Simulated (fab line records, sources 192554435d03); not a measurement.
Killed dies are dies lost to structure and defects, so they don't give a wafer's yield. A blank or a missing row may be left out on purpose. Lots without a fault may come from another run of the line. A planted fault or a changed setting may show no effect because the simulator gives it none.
fab line records | flow n5_finfet
record lots=7 wafers=21 last_day=17
route steps=1938 shown BEOL_M4@1081 PASSIVATION@1936
lots that met no fault: from a run of the same line without faults
start_h: hours from the record's first day to the start of the lot's first wafer shown | wait_h: hours since the lot's step before | " the same as in the row above | L1.1+2: a row that stands for several wafers | - no value, or no start given | * or withheld: withheld | < > ~ a bound
route shown NAME@n: a module of which the file shows steps, and the number in the route of the first | usual: mean/standard deviation of fault-free wafers | same: alike in all rows | chamber/n: place in a boat | sites: the reading at each site | _std_site: their standard deviation | _edge_site: outer sites' mean less inner sites' | radius_mm: how far each site lies from the wafer's centre | mask NAME#n: copy n | behind: the tool/chamber that last shaped the wafer | hold: why the lot was held/for how many hours/how that ended | device: the transistor (n, p or np) that didn't switch | end of line: the same wafers' tests at the end of the route | a step without rows: its recipe alone | killed: dies lost to structure and defects at the first sort, not the wafer's yield | map: a wafer's dies, x killed, . not, _ none there
set.NAME: the setting as run; set.NAME@STEP: as run at that earlier step | model.NAME: the simulator's own value behind a step, which no gauge read
lots at some steps of the route; a table a step, a row a wafer
services: from which hour (start_h, from the record's first day; less than 0 if before it) a tool's chamber was out of use, for how many hours, and why
## steps
# step N5_BEOL_M4_ALD_84
# recipe material=TaN target_thk_a=* temp_c=275 ald_precursor_family=PDMAT ald_co_reactant=NH3 pressure_torr=3 carrier_flow_sccm=1500 pulse_time_s=2 purge_time_s=3 co_reactant_purge_time_s=2 co_reactant_pulse_time_s=3 ald_cycles=30 precursor_vessel_temp_c=75 precursor_vessel_pressure_torr=26.25 precursor_vessel_carrier_sccm=1000
# step N5_BEOL_M4_SURFACE_TREAT_85
# recipe gas=Ar time_s=* ion_energy_ev=* ion_current_ma_cm2=0.5 pressure_mtorr=* ar_flow_sccm=30
# step N5_BEOL_M4_CVD_47
# recipe material=Co target_thk_a=30 temp_c=withheld precursor=CCTBA/H2 pressure_torr=30 time_s=223.8
# step N5_BEOL_M4_SPUTTER_48
# recipe material=Cu target_thk_a=45 temp_c=-20 chamber_pressure_pa=0.07 power_w=withheld time_s=8.29
# usual chamber_pressure_pa=0.07/0.00013 chuck_gas_flow_sccm=1.26/0.055 throttle_valve_pct=30.0/1.2
# columns lot.wafer tool chamber start_h wait_h chamber_pressure_pa chuck_gas_flow_sccm throttle_valve_pct
L823.2 pvd_sputter-02 - 176.20 1.7 0.07008 1.22 29.3
L823.3 " - " " 0.07019 1.32 27.2
L823.5 " - " " 0.07002 1.20 27.2
L827.2 pvd_sputter-03 - 206.30 0.2 0.07009 1.27 31.5
L827.3 " - " " 0.06993 1.17 30.4
L827.5 " - " " 0.06991 1.32 30.3
L828.2 pvd_sputter-03 - 209.38 0.2 0.07015 1.24 31.4
L828.3 " - " " 0.06991 1.37 30.0
L828.6 " - " " 0.07008 1.23 30.6
L829.2 pvd_sputter-01 - 213.44 0.2 0.07002 1.18 30.2
L829.3 " - " " 0.06999 1.31 28.7
L829.6 " - " " 0.07018 1.30 29.8
L830.3 pvd_sputter-03 - 217.20 0.4 0.07011 1.10 31.1
L830.4 " - " " 0.07002 1.24 30.7
L830.6 " - " " 0.06995 1.29 31.1
L838.2 pvd_sputter-01 - 264.09 0.2 0.06993 1.32 30.2
L838.3 " - " " 0.06989 1.32 29.6
L838.4 " - " " 0.06997 1.24 29.9
L845.1 pvd_sputter-01 - 307.19 0.2 0.07005 1.20 29.2
L845.2 " - " " 0.06985 1.26 29.7
L845.4 " - " " 0.06995 1.43 29.8
# step N5_BEOL_M4_ANNEAL_49
# recipe temp_c=400 time_s=240 ambient=vacuum
# usual heater_power_w=844/88 susceptor_temp_C=399.99/0.24 susceptor_temp_C_max=401.2/0.5
# columns lot.wafer tool chamber start_h wait_h heater_power_w susceptor_temp_C susceptor_temp_C_max
L823.2 pvd_sputter-02 - 176.29 0.0 849 400.10 401.8
L823.3 " - " " 1023 400.26 401.3
L823.5 " - " " 1007 400.22 401.9
L827.2 pvd_sputter-03 - 206.38 0.0 838 399.90 401.2
L827.3 " - " " 856 399.79 400.3
L827.5 " - " " 840 399.90 400.5
L828.2 pvd_sputter-03 - 209.46 0.0 766 399.96 400.7
L828.3 " - " " 825 400.05 400.9
L828.6 " - " " 835 400.07 400.6
L829.2 pvd_sputter-01 - 213.52 0.0 879 399.76 401.1
L829.3 " - " " 748 399.64 400.9
L829.6 " - " " 815 399.87 401.3
L830.3 pvd_sputter-03 - 217.28 0.0 835 399.84 401.6
L830.4 " - " " 856 399.88 400.5
L830.6 " - " " 844 400.44 402.2
L838.2 pvd_sputter-01 - 264.17 0.0 874 400.46 401.6
L838.3 " - " " 900 399.44 400.5
L838.4 " - " " 781 399.45 400.9
L845.1 pvd_sputter-01 - 307.27 0.0 903 400.03 401.5
L845.2 " - " " 795 400.06 401.8
L845.4 " - " " 870 400.09 401.2
# step N5_BEOL_M4_SPUTTER_79
# recipe material=Cu target_thk_a=45 temp_c=-20 chamber_pressure_pa=0.07 power_w=withheld time_s=8.29
# usual chamber_pressure_pa=0.07002/0.00013 chuck_gas_flow_sccm=1.26/0.057 throttle_valve_pct=30.0/1.2
# columns lot.wafer tool chamber start_h wait_h chamber_pressure_pa chuck_gas_flow_sccm throttle_valve_pct
L823.2 pvd_sputter-02 - 176.45 0.1 0.07018 1.24 29.4
L823.3 " - " " 0.06981 1.23 27.3
L823.5 " - " " 0.0701 1.26 27.4
L827.2 pvd_sputter-03 - 206.52 0.1 0.0698 1.30 31.2
L827.3 " - " " 0.07016 1.24 30.4
L827.5 " - " " 0.07011 1.27 30.3
L828.2 pvd_sputter-03 - 209.60 0.1 0.07008 1.25 31.4
L828.3 " - " " 0.07004 1.35 30.1
L828.6 " - " " 0.06987 1.24 30.5
L829.2 pvd_sputter-01 - 213.66 0.1 0.07021 1.29 30.2
L829.3 " - " " 0.06998 1.25 28.8
L829.6 " - " " 0.06987 1.28 29.6
L830.3 pvd_sputter-03 - 217.42 0.1 0.07015 1.31 31.3
L830.4 " - " " 0.07006 1.18 30.5
L830.6 " - " " 0.06991 1.36 31.3
L838.2 pvd_sputter-01 - 264.31 0.1 0.06994 1.26 30.1
L838.3 " - " " 0.07006 1.10 29.2
L838.4 " - " " 0.06994 1.21 29.8
L845.1 pvd_sputter-01 - 307.41 0.1 0.06976 1.23 29.2
L845.2 " - " " 0.0701 1.25 29.5
L845.4 " - " " 0.06986 1.21 30.1
# step N5_BEOL_M4_ANNEAL_80
# recipe temp_c=400 time_s=240 ambient=vacuum
# step N5_BEOL_M4_SPUTTER_81
# recipe material=Cu target_thk_a=45 temp_c=-20 chamber_pressure_pa=0.07 power_w=withheld time_s=8.29
# step N5_BEOL_M4_ANNEAL_82
# recipe temp_c=400 time_s=240 ambient=vacuum
# usual heater_power_w=845/89 susceptor_temp_C=400.03/0.23 susceptor_temp_C_max=401.2/0.53
# columns lot.wafer tool chamber start_h wait_h heater_power_w susceptor_temp_C susceptor_temp_C_max
L823.2 pvd_sputter-02 - 176.79 0.0 824 399.91 401.3
L823.3 " - " " 998 400.22 401.5
L823.5 " - " " 1036 399.86 400.8
L827.2 pvd_sputter-03 - 206.82 0.0 823 400.49 402.3
L827.3 " - " " 851 399.59 400.0
L827.5 " - " " 829 400.04 400.5
L828.2 pvd_sputter-03 - 209.90 0.0 757 400.18 401.1
L828.3 " - " " 813 399.92 400.6
L828.6 " - " " 845 400.09 400.7
L829.2 pvd_sputter-01 - 213.96 0.0 890 399.88 401.1
L829.3 " - " " 740 400.24 401.5
L829.6 " - " " 803 400.05 401.7
L830.3 pvd_sputter-03 - 217.72 0.0 825 399.99 402.4
L830.4 " - " " 842 400.27 400.7
L830.6 " - " " 827 400.25 401.6
L838.2 pvd_sputter-01 - 264.61 0.0 880 399.85 401.2
L838.3 " - " " 907 399.65 400.7
L838.4 " - " " 795 399.90 401.8
L845.1 pvd_sputter-01 - 307.71 0.0 902 399.92 401.1
L845.2 " - " " 780 400.17 402.0
L845.4 " - " " 891 400.23 401.3
# step N5_BEOL_M4_SPUTTER_86
# recipe material=Cu target_thk_a=45 temp_c=-20 chamber_pressure_pa=0.07 power_w=withheld time_s=8.29
# step N5_BEOL_M4_ANNEAL_87
# recipe temp_c=400 time_s=240 ambient=vacuum
# step N5_BEOL_M4_SPUTTER_88
# recipe material=Cu target_thk_a=45 temp_c=-20 chamber_pressure_pa=0.07 power_w=withheld time_s=8.29
# usual chamber_pressure_pa=0.06999/0.00015 chuck_gas_flow_sccm=1.26/0.054 throttle_valve_pct=30.0/1.2
# columns lot.wafer tool chamber start_h wait_h chamber_pressure_pa chuck_gas_flow_sccm throttle_valve_pct
L823.2 pvd_sputter-02 - 177.19 0.1 0.06974 1.24 29.1
L823.3 " - " " 0.07002 1.23 27.0
L823.5 " - " " 0.07004 1.25 27.4
L827.2 pvd_sputter-03 - 207.18 0.1 0.0701 1.26 31.2
L827.3 " - " " 0.06994 1.29 30.5
L827.5 " - " " 0.06993 1.20 30.8
L828.2 pvd_sputter-03 - 210.26 0.1 0.07025 1.20 31.4
L828.3 " - " " 0.06988 1.29 30.0
L828.6 " - " " 0.07019 1.30 30.5
L829.2 pvd_sputter-01 - 214.32 0.1 0.07012 1.23 30.3
L829.3 " - " " 0.06977 1.25 28.8
L829.6 " - " " 0.07009 1.34 29.6
L830.3 pvd_sputter-03 - 218.08 0.1 0.06989 1.26 31.0
L830.4 " - " " 0.06987 1.23 30.5
L830.6 " - " " 0.07001 1.23 31.2
L838.2 pvd_sputter-01 - 264.97 0.1 0.06998 1.18 30.1
L838.3 " - " " 0.06996 1.22 29.4
L838.4 " - " " 0.07014 1.32 29.6
L845.1 pvd_sputter-01 - 308.07 0.1 0.06983 1.20 29.4
L845.2 " - " " 0.0701 1.28 29.5
L845.4 " - " " 0.06998 1.26 30.1
# step N5_BEOL_M4_ANNEAL_89
# recipe temp_c=400 time_s=240 ambient=vacuum
# usual heater_power_w=844/88 susceptor_temp_C=400.00/0.25 susceptor_temp_C_max=401.2/0.5
# columns lot.wafer tool chamber start_h wait_h heater_power_w susceptor_temp_C susceptor_temp_C_max
L823.2 pvd_sputter-02 - 177.28 0.0 831 400.31 401.8
L823.3 " - " " 1025 399.69 400.8
L823.5 " - " " 1016 400.14 401.4
L827.2 pvd_sputter-03 - 207.26 0.0 - - -
L827.3 " - " " - - -
L827.5 " - " " - - -
L828.2 pvd_sputter-03 - 210.34 0.0 - - -
L828.3 " - " " - - -
L828.6 " - " " - - -
L829.2 pvd_sputter-01 - 214.40 0.0 - - -
L829.3 " - " " - - -
L829.6 " - " " - - -
L830.3 pvd_sputter-03 - 218.16 0.0 841 400.42 402.6
L830.4 " - " " 850 399.72 400.2
L830.6 " - " " 853 399.89 401.7
L838.2 pvd_sputter-01 - 265.05 0.0 886 399.89 400.9
L838.3 " - " " 935 399.76 400.9
L838.4 " - " " 753 399.73 401.4
L845.1 pvd_sputter-01 - 308.15 0.0 899 400.04 401.1
L845.2 " - " " 790 399.58 401.3
L845.4 " - " " 880 399.87 400.9
# step N5_BEOL_M4_SPUTTER_90
# recipe material=Cu target_thk_a=45 temp_c=-20 chamber_pressure_pa=0.07 power_w=withheld time_s=8.29
# step N5_BEOL_M4_RC_MEAS_101
# usual DIBL_N=37.2/1.9 DIBL_P=37.3/2.2 IOFF_N=0.18/0.038 IOFF_P=0.22/0.039 ION_N=678/11 ION_P=462/6.9 SS_N=71.8/0.68 SS_P=73.5/0.65 VT_N=249/3.4 VT_P=-250/3.2
# columns lot.wafer tool chamber start_h wait_h DIBL_N[mV/V] DIBL_P[mV/V] IOFF_N[nA/um] IOFF_P[nA/um] ION_N[uA/um] ION_P[uA/um] SS_N[mV/dec] SS_P[mV/dec] VT_N[mV] VT_P[mV]
L823.2 prober-02 0 179.46 0.2 35.8 36.6 0.16 0.17 678 458 71.4 73.2 252 -253
L823.3 " 0 " " 38.1 40.2 0.20 0.23 676 460 72.0 74.2 247 -248
L823.5 " 0 " " 37.9 37.7 0.19 0.20 681 451 72.6 74.3 250 -252
L827.2 prober-01 0 209.41 0.2 37.5 38.1 0.18 0.22 669 457 72.6 73.6 249 -250
L827.3 " 0 " " 34.9 35.6 0.14 0.18 665 453 71.4 72.3 253 -252
L827.5 " 0 " " 37.7 39.5 0.21 0.25 678 469 72.2 74.3 248 -247
L828.2 prober-01 0 212.52 0.2 34.8 34.3 0.14 0.20 679 466 71.1 72.7 254 -252
L828.3 " 0 " " 33.9 33.2 0.12 0.19 655 462 71.1 72.5 257 -251
L828.6 " 0 " " 35.5 35.0 0.14 0.21 672 464 71.0 73.1 253 -247
L829.2 prober-02 0 217.76 0.2 35.8 36.1 0.13 0.18 660 456 71.4 72.8 253 -253
L829.3 " 0 " " 34.8 34.9 0.12 0.17 660 456 71.4 72.5 253 -253
L829.6 " 0 " " 39.1 39.7 0.20 0.24 687 462 71.9 73.1 246 -250
L830.3 prober-02 0 220.42 0.3 38.1 40.7 0.21 0.23 690 467 71.2 74.4 244 -251
L830.4 " 0 " " 36.3 37.7 0.17 0.20 678 455 70.8 73.3 248 -253
L830.6 " 0 " " 35.6 37.8 0.17 0.18 676 455 71.8 73.6 246 -252
L838.2 prober-01 0 267.36 0.2 37.0 38.2 0.20 0.21 678 458 72.6 73.7 248 -253
L838.3 " 0 " " 33.4 35.4 0.14 0.17 666 454 71.2 72.6 252 -254
L838.4 " 0 " " 37.0 39.4 0.21 0.23 686 464 72.8 73.9 247 -251
L845.1 prober-02 0 310.12 0.0 33.7 34.0 0.12 0.16 668 455 70.9 72.6 254 -253
L845.2 " 0 " " 34.2 33.8 0.12 0.16 669 454 70.7 73.1 254 -255
L845.4 " 0 " " 38.9 40.4 0.23 0.25 689 466 72.7 74.6 246 -251
# step N5_PASSIVATION_PROBE_49
# usual defect_limited_yield=91.2/1.6 killed_at_M0_to_M3=31/10 killed_at_M4_up=14/4.4 killed_at_contacts=13/6 killed_at_front_end=43/13 killed_at_other=3.5/2.6 killed_dies=104/18 killed_open=68/14 killed_short=34/8.1 sort_bin_5_function=5.1/1.1 sort_bin_6_memory=3.3/0.68 sort_n_pass=1076/18 sort_yield_pct=91.2/1.6
# same gross_dies=1180 killed_at_back_side=0 sort_bin_4_leakage[%]=0 sort_bin_8_speed[%]=0
# columns lot.wafer tool chamber start_h wait_h defect_limited_yield[%] killed_at_M0_to_M3 killed_at_M4_up killed_at_contacts killed_at_front_end killed_at_other killed_dies killed_open killed_short sort_bin_5_function[%] sort_bin_6_memory[%] sort_n_pass sort_yield_pct[%]
L823.2 prober-02 - 284.54 0.1 90.8 40 18 6 39 5 108 78 29 5.6 3.3 1072 90.8
L823.3 prober-02 - 284.59 0.1 88.0 61 16 13 46 6 142 89 46 6.4 3.8 1038 88.0
L823.5 prober-02 - 284.69 0.2 91.3 47 14 13 27 2 103 69 28 5.1 2.9 1077 91.3
L827.2 prober-01 - 312.02 0.1 89.7 13 12 30 56 11 122 75 46 5.9 3.8 1058 89.7
L827.3 prober-01 - 312.07 0.1 89.3 31 13 25 52 5 126 91 35 6.1 4.5 1054 89.3
L827.5 prober-01 - 312.17 0.2 92.2 22 8 14 46 2 92 66 24 4.8 2.9 1088 92.2
L830.3 prober-02 - 317.54 0.1 90.6 42 17 16 34 2 111 73 35 5.5 3.6 1069 90.6
L830.4 prober-02 - 317.59 0.2 92.3 16 14 11 44 6 91 56 35 4.2 3.4 1089 92.3
L830.6 prober-02 - 317.69 0.3 90.3 32 8 20 53 1 114 70 43 5.3 3.9 1066 90.3
L828.2 prober-01 - 321.17 0.1 93.6 36 8 2 29 1 76 51 25 4.2 2.1 1104 93.6
L828.3 prober-01 - 321.22 0.1 91.5 33 12 9 44 2 100 67 31 5.3 3.0 1080 91.5
L828.6 prober-01 - 321.37 0.3 91.5 49 8 7 35 1 100 60 39 5.5 2.6 1080 91.5
L829.2 prober-02 - 327.68 0.1 89.2 40 21 11 51 5 128 93 35 5.2 5.5 1052 89.2
L829.3 prober-02 - 327.73 0.1 89.1 42 9 15 60 3 129 81 37 6.0 3.7 1051 89.1
L829.6 prober-02 - 327.88 0.3 91.5 37 18 6 29 10 100 67 33 4.6 3.5 1080 91.5
L838.2 prober-01 - 382.08 0.1 89.6 27 17 14 64 1 123 89 34 6.4 3.8 1057 89.6
L838.3 prober-01 - 382.13 0.1 87.8 45 14 24 59 2 144 102 41 7.1 5.1 1036 87.8
L838.4 prober-01 - 382.18 0.2 88.9 40 12 17 59 3 131 89 42 6.7 4.1 1049 88.9
L845.1 prober-01 - 419.45 0.0 89.2 35 11 22 56 3 127 101 25 6.6 4.1 1053 89.2
L845.2 prober-01 - 419.50 0.1 91.3 32 12 9 50 0 103 63 39 4.7 3.6 1077 91.3
L845.4 prober-01 - 419.60 0.2 89.2 27 16 24 53 7 127 85 35 5.6 4.7 1053 89.2
# killed by level:class
L823.2 FIN_SAQP:geometric_particle:open=18 BEOL_M4:geometric_particle:open=11 BEOL_M0_SAQP:geometric_particle:short=8 BEOL_M0_SAQP:geometric_particle:open=7 BEOL_M3:geometric_particle:open=7 BEOL_M2:geometric_particle:open=5 MOL_CONTACT_COAG:geometric_particle:open=5 FIN_SAQP:geometric_particle:short=4
L823.3 BEOL_M0_SAQP:geometric_particle:short=14 BEOL_M0_SAQP:geometric_particle:open=12 BEOL_M3:geometric_particle:open=11 MOL_CONTACT_COAG:geometric_particle:open=11 BEOL_M1:geometric_particle:open=9 FIN_SAQP:geometric_particle:open=8 STI_FIN_REVEAL:geometric_particle:open=8 BEOL_M0:geometric_particle:open=8
L823.5 MOL_CONTACT_COAG:geometric_particle:open=10 BEOL_M3:geometric_particle:open=10 FIN_SAQP:geometric_particle:open=8 BEOL_M0_SAQP:geometric_particle:open=8 BEOL_M1:geometric_particle:open=8 BEOL_M3:geometric_particle:short=5 HKMG_FIN:area_etch=5 BEOL_M0_SAQP:geometric_particle:short=4
L827.2 MOL_CONTACT_COAG:geometric_particle:open=24 FIN_SAQP:geometric_particle:short=18 FIN_SAQP:geometric_particle:open=15 MOL_CONTACT_COAG:geometric_particle:short=6 STI_FIN_REVEAL:geometric_particle:open=5 BEOL_M4:geometric_particle:open=5 BEOL_M3:geometric_particle:open=4 STARTING-WAFER:geometric_particle:short=4
L827.3 MOL_CONTACT_COAG:geometric_particle:open=20 STI_FIN_REVEAL:geometric_particle:open=19 FIN_SAQP:geometric_particle:open=7 FIN_SAQP:geometric_particle:short=7 BEOL_M0_SAQP:geometric_particle:open=6 MOL_CONTACT_COAG:geometric_particle:short=5 BEOL_M1:geometric_particle:open=5 BEOL_M3:geometric_particle:open=5
L827.5 STI_FIN_REVEAL:geometric_particle:open=22 MOL_CONTACT_COAG:geometric_particle:open=12 FIN_SAQP:geometric_particle:open=5 BEOL_M1:geometric_particle:open=5 BEOL_M0_SAQP:geometric_particle:open=4 STARTING-WAFER:geometric_particle:open=4 FIN_SAQP:geometric_particle:short=3 GATE_CUT:geometric_particle:short=3
L830.3 MOL_CONTACT_COAG:geometric_particle:open=16 BEOL_M2:geometric_particle:open=11 FIN_SAQP:geometric_particle:short=10 FIN_SAQP:geometric_particle:open=9 STI_FIN_REVEAL:geometric_particle:open=6 BEOL_M0_SAQP:geometric_particle:open=6 BEOL_M0:geometric_particle:open=5 BEOL_M5:geometric_particle:open=5
L830.4 MOL_CONTACT_COAG:geometric_particle:open=10 BEOL_M4:geometric_particle:open=10 FIN_SAQP:geometric_particle:open=8 FIN_SAQP:geometric_particle:short=8 STI_FIN_REVEAL:geometric_particle:open=6 STI_FIN_REVEAL:geometric_particle:short=4 STARTING-WAFER:geometric_particle:short=4 BEOL_M2:geometric_particle:open=4
L830.6 MOL_CONTACT_COAG:geometric_particle:open=16 FIN_SAQP:geometric_particle:short=12 FIN_SAQP:geometric_particle:open=7 BEOL_M2:geometric_particle:open=7 DUMMY_GATE:geometric_particle:open=7 BEOL_M0_SAQP:geometric_particle:open=6 GATE_CUT:geometric_particle:short=5 BEOL_M1:geometric_particle:open=5
L828.2 BEOL_M0_SAQP:geometric_particle:open=9 BEOL_M2:geometric_particle:open=9 FIN_SAQP:geometric_particle:short=6 BEOL_M0_SAQP:geometric_particle:short=6 BEOL_M3:geometric_particle:open=5 DUMMY_GATE:geometric_particle:open=4 SPACER0:geometric_particle:short=4 STARTING-WAFER:geometric_particle:short=4
L828.3 STI_FIN_REVEAL:geometric_particle:open=9 MOL_CONTACT_COAG:geometric_particle:open=9 BEOL_M3:geometric_particle:open=9 FIN_SAQP:geometric_particle:short=7 BEOL_M0_SAQP:geometric_particle:open=7 BEOL_M0_SAQP:geometric_particle:short=6 SPACER0:geometric_particle:short=5 BEOL_M1:geometric_particle:open=5
L828.6 BEOL_M0_SAQP:geometric_particle:short=12 BEOL_M0_SAQP:geometric_particle:open=11 BEOL_M2:geometric_particle:open=10 FIN_SAQP:geometric_particle:open=5 BEOL_M0:geometric_particle:open=5 STI_FIN_REVEAL:geometric_particle:open=4 DUMMY_GATE:geometric_particle:open=4 GATE_CUT:geometric_particle:short=4
L829.2 BEOL_M4:geometric_particle:open=15 FIN_SAQP:geometric_particle:short=12 MOL_CONTACT_COAG:geometric_particle:open=11 BEOL_M2:geometric_particle:open=9 FIN_SAQP:geometric_particle:open=8 BEOL_M0_SAQP:geometric_particle:open=8 ILD0:geometric_particle:open=7 BEOL_M1:geometric_particle:open=7
L829.3 FIN_SAQP:geometric_particle:short=15 MOL_CONTACT_COAG:geometric_particle:open=13 STI_FIN_REVEAL:geometric_particle:open=12 HKMG_FIN:area_etch=10 BEOL_M0:geometric_particle:open=8 BEOL_M0_SAQP:geometric_particle:short=7 BEOL_M4:geometric_particle:open=7 FIN_SAQP:geometric_particle:open=6
L829.6 BEOL_M0_SAQP:geometric_particle:open=12 FIN_SAQP:geometric_particle:open=11 BEOL_M4:geometric_particle:open=11 BEOL_M1:geometric_particle:open=9 FIN_SAQP:geometric_particle:short=7 BEOL_M0_SAQP:geometric_particle:short=7 MOL_CONTACT_COAG:geometric_particle:open=5 GATE_CUT:geometric_particle:short=3
L838.2 STI_FIN_REVEAL:geometric_particle:open=24 MOL_CONTACT_COAG:geometric_particle:open=9 BEOL_M2:geometric_particle:open=9 FIN_SAQP:geometric_particle:open=7 ILD0:geometric_particle:short=7 BEOL_M5:geometric_particle:open=6 STI_FIN_REVEAL:geometric_particle:short=5 DUMMY_GATE:geometric_particle:open=5
L838.3 MOL_CONTACT_COAG:geometric_particle:open=20 BEOL_M2:geometric_particle:open=13 FIN_SAQP:geometric_particle:open=12 BEOL_M0_SAQP:geometric_particle:short=11 DUMMY_GATE:geometric_particle:open=10 STI_FIN_REVEAL:geometric_particle:open=8 BEOL_M3:geometric_particle:open=6 GATE_CUT:geometric_particle:short=5
L838.4 FIN_SAQP:geometric_particle:open=14 MOL_CONTACT_COAG:geometric_particle:open=12 STI_FIN_REVEAL:geometric_particle:open=11 BEOL_M2:geometric_particle:open=8 BEOL_M1:geometric_particle:open=8 FIN_SAQP:geometric_particle:short=6 BEOL_M0_SAQP:geometric_particle:short=6 BEOL_M0:geometric_particle:open=6
L845.1 MOL_CONTACT_COAG:geometric_particle:open=18 STI_FIN_REVEAL:geometric_particle:open=16 FIN_SAQP:geometric_particle:open=13 BEOL_M2:geometric_particle:open=9 BEOL_M3:geometric_particle:open=9 BEOL_M4:geometric_particle:open=9 DUMMY_GATE:geometric_particle:open=5 GATE_CUT:geometric_particle:short=5
L845.2 FIN_SAQP:geometric_particle:short=13 FIN_SAQP:geometric_particle:open=11 MOL_CONTACT_COAG:geometric_particle:open=8 BEOL_M2:geometric_particle:open=8 BEOL_M1:geometric_particle:open=7 STI_FIN_REVEAL:geometric_particle:open=6 GATE_CUT:geometric_particle:open=5 BEOL_M0_SAQP:geometric_particle:short=4
L845.4 MOL_CONTACT_COAG:geometric_particle:open=22 STI_FIN_REVEAL:geometric_particle:open=13 FIN_SAQP:geometric_particle:short=12 FIN_SAQP:geometric_particle:open=9 BEOL_M3:geometric_particle:open=9 GATE_CUT:geometric_particle:short=7 BEOL_M2:geometric_particle:open=7 BEOL_M4:geometric_particle:open=5
## services
# columns tool chamber start_h hours kind
pvd_sputter-02 - 156.98 2.5 repair
pvd_sputter-01 - 254.97 2.7 repair
## key
first_sign step=N5_BEOL_M4_ANNEAL_89 reading=tool_record direction=missing
effect none on later readings
met_at N5_BEOL_M4_ANNEAL_89
struck_wafers L827.2,L827.3,L827.5,L828.2,L828.3,L828.6,L829.2,L829.3,L829.6
baseline_loss step=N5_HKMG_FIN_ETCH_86 wafers=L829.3
fault kind=skipped_step_whole tool=pvd_sputter-01,pvd_sputter-03 chamber=- onset_h=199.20 steps=N5_BEOL_M4_ANNEAL_89 scope=struck_lots_only
# baseline_loss: these wafers lose ten dies or more at that step, a loss of the line's own and not of a fault; the sort's usual values leave them out
